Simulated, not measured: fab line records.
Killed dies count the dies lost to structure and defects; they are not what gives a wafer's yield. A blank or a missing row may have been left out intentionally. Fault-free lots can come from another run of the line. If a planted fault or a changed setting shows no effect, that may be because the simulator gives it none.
A single fault, viewed from 2 desks	flow n5-finfet	what lay behind the numbers comes last; until then each desk has only its own

FROM THE METROLOGY DESK
What the gauges read for every lot (on any tool): the sampled wafers with a number, averaged. The brackets show how far a lot's mean lies from the usual mean; more than 4 standard deviations puts the lot out of limits, marked OUT.
Columns: A = SD_N_BLK_OVL at N5_SD_EPI_N_OVL_MEAS_10, usual -0.5 nm
lot	first seen here	A
L320	day 3 02:44	-0.3
L321	day 3 08:51	-0.6
L324	day 4 00:55	-0.2
L328	day 5 04:20	-0.9
L331	day 5 19:19	-0.3
L332	day 5 23:59	0.2
L333	day 6 06:08	-0.5
L335	day 6 19:31	-1.2
L336	day 6 22:50	-0.5
L337	day 7 06:55	-0.5
L341	day 8 12:05	-0.2
This desk found nothing out of limits on any of the 11 lots.

FOR THE TOOL OWNER'S DESK: remote-plasma-01
The tool's own readings at N5_SD_EPI_N_PRECLEAN_49 (cleans in NF3:NH3, afs cycles 1, time 20 s, sublimation time 60 s): means of the sampled wafers that have a number, for each lot that ran on this tool. The brackets show how far a lot's mean lies from the usual mean; more than 4 standard deviations puts the lot out of limits, marked OUT.
Columns: A = temp-c at N5_SD_EPI_N_PRECLEAN_49, usual 30.00 C
lot	first seen here	A
L320	day 3 06:31	29.94
L321	day 3 12:28	30.01
L324	day 4 04:32	30.03
L328	day 5 07:56	30.00
L332	day 6 03:32	29.94
L333	day 6 09:42	29.98
L335	day 6 23:49	30.18
L336	day 7 02:37	29.78
L337	day 7 10:28	30.12
This desk found nothing out of limits on any of the 9 lots.

TAKEN TOGETHER
Nothing out of limits was seen by the metrology desk.
The tool owner's desk saw nothing out of limits.

WHAT THE SIMULATOR PUT IN
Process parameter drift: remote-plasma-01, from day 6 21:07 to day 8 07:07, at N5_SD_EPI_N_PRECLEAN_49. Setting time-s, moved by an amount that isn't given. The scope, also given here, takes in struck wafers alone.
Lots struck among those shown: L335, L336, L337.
